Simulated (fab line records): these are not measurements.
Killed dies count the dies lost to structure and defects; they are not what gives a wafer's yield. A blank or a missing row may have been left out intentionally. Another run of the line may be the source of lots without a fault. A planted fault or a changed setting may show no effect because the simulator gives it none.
What tool caused it? + flow nand harc + 12 lots with 36 wafers sampled at 7 steps, on a route of 1302 steps

== WHAT THE GAUGES SHOWED, per wafer ==
NHARC_P_STI_INSPECT_25. Usual: 217 for raw defect count, sd 110.
| lot  | measured     | on                | raw defect count | flag |
|------|--------------|-------------------|------------------|------|
| L230 | day 4 12:23  | defect inspect-01 | 219 155 181      |      |
| L232 | day 5 18:31  | defect inspect-01 | 172 203 217      |      |
| L233 | day 5 18:31  | defect inspect-02 | 177 148 230      |      |
| L234 | day 6 09:20  | defect inspect-02 | 165 354 242      |      |
| L236 | day 6 22:26  | defect inspect-02 | 200 157 407      |      |
| L240 | day 8 21:16  | defect inspect-01 | 194 226 127      |      |
| L241 | day 8 21:16  | defect inspect-02 | 390 214 338      |      |
| L242 | day 9 23:16  | defect inspect-02 | 153 295 224      |      |
| L248 | day 12 05:13 | defect inspect-02 | 157 170 205      |      |
| L249 | day 12 11:53 | defect inspect-01 | 287 289 197      |      |
| L250 | day 12 22:58 | defect inspect-01 | 490 465 287      |      |
| L252 | day 13 10:26 | defect inspect-01 | 222 146 157      |      |

NHARC_P_GATE_CD_MEAS_26: target cd 120 nm. Usual: 120.6 nm for cd nm, sd 0.78.
| lot  | measured     | on        | cd nm (nm)        | flag |
|------|--------------|-----------|-------------------|------|
| L230 | day 5 11:58  | cd sem-03 | 121.5 122.5 121.2 |      |
| L232 | day 6 18:15  | cd sem-03 | 120.7 120.2 120.7 |      |
| L233 | day 6 17:35  | cd sem-02 | 120.7 120.2 119.4 |      |
| L234 | day 7 08:13  | cd sem-03 | 119.8 120.7 121.0 |      |
| L236 | day 7 21:21  | cd sem-03 | 121.3 120.9 120.3 |      |
| L240 | day 9 20:19  | cd sem-03 | 94.7 120.8 120.9  | OFF  |
| L241 | day 9 20:28  | cd sem-01 | 120.2 121.1 120.6 |      |
| L242 | day 10 23:37 | cd sem-01 | 93.4 120.1 119.7  | OFF  |
| L248 | day 13 07:03 | cd sem-02 | 121.9 121.0 120.5 |      |
| L249 | day 13 10:54 | cd sem-02 | 120.0 120.7 121.1 |      |
| L250 | day 14 02:12 | cd sem-03 | 120.1 120.2 120.1 |      |
| L252 | day 14 11:04 | cd sem-01 | 119.9 120.3 120.0 |      |

NHARC_P_GATE_CD_MEAS_33. Usual: 121 nm for cd nm, sd 3.5.
| lot  | measured     | on        | cd nm (nm)  | flag |
|------|--------------|-----------|-------------|------|
| L230 | day 5 12:59  | cd sem-02 | 124 124 122 |      |
| L232 | day 6 19:14  | cd sem-03 | 118 122 121 |      |
| L233 | day 6 18:34  | cd sem-03 | 121 116 115 |      |
| L234 | day 7 09:12  | cd sem-02 | 122 121 118 |      |
| L236 | day 7 22:20  | cd sem-01 | 118 117 124 |      |
| L240 | day 9 21:18  | cd sem-02 | 92 120 118  | OFF  |
| L241 | day 9 21:33  | cd sem-03 | 118 127 122 |      |
| L242 | day 11 00:35 | cd sem-01 | 100 122 117 |      |
| L248 | day 13 08:02 | cd sem-02 | 121 126 126 |      |
| L249 | day 13 11:53 | cd sem-03 | 121 119 127 |      |
| L250 | day 14 03:11 | cd sem-02 | 123 120 121 |      |
| L252 | day 14 12:02 | cd sem-01 | 125 120 125 |      |

NHARC_END_SORT_01. Usual: killed at array 47, standard deviation 18; killed at other 0.9, standard deviation 1.1; killed at periphery 4, standard deviation 3.1; killed dies 52, standard deviation 18; killed open 3.1, standard deviation 1.5; killed short 2.4, standard deviation 1.5.
| lot  | measured     | on        | killed at array | killed at other | killed at periphery | killed dies | killed open | killed short | flag |
|------|--------------|-----------|-----------------|-----------------|---------------------|-------------|-------------|--------------|------|
| L240 | day 29 14:01 | prober-01 | 26 29 42        | 2 1 1           | 580 5 1             | 608 35 44   | 0 6 5       | 2 2 4        | OFF  |
| L242 | day 30 07:48 | prober-02 | 28 30 47        | 0 0 0           | 237 6 6             | 265 36 53   | 1 4 5       | 2 1 2        | OFF  |

== WHAT TOOL EACH LOT RAN ON (gives the tool, then ch and the chambers of the sampled wafers, and finally the start) ==
| lot  | NHARC_P_GATE_EXPOSE_23             | NHARC_P_GATE_ETCH_104              | NHARC_P_GATE_ALD_36               |
|------|------------------------------------|------------------------------------|-----------------------------------|
| L230 | arfi scanner-01 ch 0, day 5 11:50  | rie diel-05 ch 0,1,3, day 5 12:15  | ald sin-01 ch 0,3, day 5 13:27    |
| L232 | arfi scanner-01 ch 0, day 6 18:07  | rie diel-09 ch 1,2,3, day 6 18:31  | ald sin-01 ch 0,2,3, day 6 19:41  |
| L233 | arfi scanner-03 ch 0, day 6 17:26  | rie diel-09 ch 1,2,3, day 6 17:51  | ald sin-02 ch 0,1,2, day 6 21:08  |
| L234 | arfi scanner-02 ch 0, day 7 08:05  | rie diel-09 ch 0,2,3, day 7 08:30  | ald sin-04 ch 0,1, day 7 10:43    |
| L236 | arfi scanner-01 ch 0, day 7 21:13  | rie diel-09 ch 0,1,2, day 7 21:37  | ald sin-02 ch 1,2, day 7 22:47    |
| L240 | arfi scanner-03 ch 0, day 9 20:11  | rie diel-05 ch 0,2,3, day 9 20:35  | ald sin-02 ch 0,1,2, day 9 22:50  |
| L241 | arfi scanner-02 ch 0, day 9 20:20  | rie diel-09 ch 1,2, day 9 20:44    | ald sin-04 ch 1,2,3, day 9 23:04  |
| L242 | arfi scanner-03 ch 0, day 10 23:28 | rie diel-13 ch 1,2,3, day 10 23:53 | ald sin-01 ch 0,2,3, day 11 01:03 |
| L248 | arfi scanner-02 ch 0, day 13 06:55 | rie diel-09 ch 1,2,3, day 13 07:20 | ald sin-01 ch 0,3, day 13 08:29   |
| L249 | arfi scanner-01 ch 0, day 13 10:46 | rie diel-13 ch 1,3, day 13 11:11   | ald sin-04 ch 1,2,3, day 13 14:28 |
| L250 | arfi scanner-01 ch 0, day 14 02:04 | rie diel-13 ch 1,2, day 14 02:28   | ald sin-01 ch 0,2,3, day 14 03:38 |
| L252 | arfi scanner-03 ch 0, day 14 10:55 | rie diel-05 ch 0,1, day 14 11:20   | ald sin-02 ch 1,2,3, day 14 13:34 |
- NHARC_P_GATE_EXPOSE_23: exposes mask P GATE, target cd 120 nm.
- NHARC_P_GATE_ETCH_104: etches the open film in CF4/CHF3, target depth 60 nm.
- NHARC_P_GATE_ALD_36: deposits SiNx, target thk 20 nm, pulse time 60 s, ald cycles 223.

== AS READ BY THE TOOLS THEMSELVES (means over the sampled wafers that have a number; for cases with no such wafer, the mark the record gives instead) ==
NHARC_P_GATE_ETCH_104. Usual: cf4 flow sccm 100.0 sccm, standard deviation 0.32; drypump motor current A 5.9 A, standard deviation 0.48; oes product au 0.948 a.u., standard deviation 0.021; rf vpp V 370.2 V, standard deviation 2.4; showerhead plenum p Torr 1.56 Torr, standard deviation 0.065; throttle valve pct 16.802 %, standard deviation 0.0096.
| lot  | tool        | cf4 flow sccm (sccm) | drypump motor current A (A) | oes product au (a.u.) | rf vpp V (V) | showerhead plenum p Torr (Torr) | throttle valve pct (%) | flag |
|------|-------------|----------------------|-----------------------------|-----------------------|--------------|---------------------------------|------------------------|------|
| L230 | rie diel-05 | 100.0                | 6.0                         | 0.937                 | 370.3        | 1.56                            | 16.808                 |      |
| L232 | rie diel-09 | 99.8                 | 6.1                         | 0.939                 | 369.8        | 1.53                            | 16.796                 |      |
| L233 | rie diel-09 | 99.9                 | 6.1                         | 0.980                 | 369.3        | 1.53                            | 16.792                 |      |
| L234 | rie diel-09 | 99.8                 | 6.0                         | 0.965                 | 367.4        | 1.49                            | 16.798                 |      |
| L236 | rie diel-09 | 100.2                | 6.0                         | 0.960                 | 369.3        | 1.54                            | 16.792                 |      |
| L240 | rie diel-05 | 100.1                | 6.3                         | 0.926                 | 369.7        | 1.55                            | 16.788                 |      |
| L241 | rie diel-09 | 100.0                | 6.1                         | 0.979                 | 371.1        | 1.58                            | 16.806                 |      |
| L242 | rie diel-13 | 100.2                | 5.8                         | 0.966                 | 371.3        | 1.59                            | 16.811                 |      |
| L248 | rie diel-09 | 100.1                | 6.1                         | 0.932                 | 369.1        | 1.53                            | 16.806                 |      |
| L249 | rie diel-13 | 100.1                | 5.5                         | 0.952                 | 370.1        | 1.58                            | 16.809                 |      |
| L250 | rie diel-13 | 100.1                | 5.7                         | 0.927                 | 372.5        | 1.62                            | 16.799                 |      |
| L252 | rie diel-05 | 100.0                | 6.1                         | 0.945                 | 369.6        | 1.56                            | 16.801                 |      |

NHARC_P_GATE_ALD_36. Usual: heater power w 843 W, standard deviation 73; precursor pulse height rel 1.000, standard deviation 0.023.
| lot  | tool       | heater power w (W) | precursor pulse height rel | flag |
|------|------------|--------------------|----------------------------|------|
| L230 | ald sin-01 | 908                | 1.002                      |      |
| L232 | ald sin-01 | 877                | 0.971                      |      |
| L233 | ald sin-02 | 910                | 0.992                      |      |
| L234 | ald sin-04 | 722                | 0.998                      |      |
| L236 | ald sin-02 | 919                | 1.018                      |      |
| L240 | ald sin-02 | 896                | 0.991                      |      |
| L241 | ald sin-04 | 814                | 1.007                      |      |
| L242 | ald sin-01 | 869                | 1.005                      |      |
| L248 | ald sin-01 | 893                | 0.991                      |      |
| L249 | ald sin-04 | 812                | 1.000                      |      |
| L250 | ald sin-01 | 892                | 0.989                      |      |
| L252 | ald sin-02 | 850                | 1.010                      |      |

== THE ANSWER, worked out from the rows above alone ==
Rule: take the mean of a lot's wafers that have a number; if it is more than 3 standard deviations from the usual mean, the lot is off. A lot without any number at a reading at which 4 lots or more have one is off too. Any other lot the step has rows for is counted as sound. The gauges are gone through in route order, then the tools' own readings, and for those a lot's mean is taken as printed above. The first step at which some lot is off is used, and at that step the reading that is off furthest; a lot without a number counts as furthest.
Off: L240, L242, at NHARC_P_GATE_CD_MEAS_26 (cd nm).
If a tool, at a process step before that reading, ran all the lots that are off and no sound lot after the first of them, it fits. Not tried: the gauges at NHARC_P_GATE_CD_MEAS_26; whatever is off there is also off at NHARC_END_SORT_01, on other tools, and gauge error can't account for it. Not one of the candidates tried fits.

== WHAT HAD BEEN PUT IN BY THE SIMULATOR ==
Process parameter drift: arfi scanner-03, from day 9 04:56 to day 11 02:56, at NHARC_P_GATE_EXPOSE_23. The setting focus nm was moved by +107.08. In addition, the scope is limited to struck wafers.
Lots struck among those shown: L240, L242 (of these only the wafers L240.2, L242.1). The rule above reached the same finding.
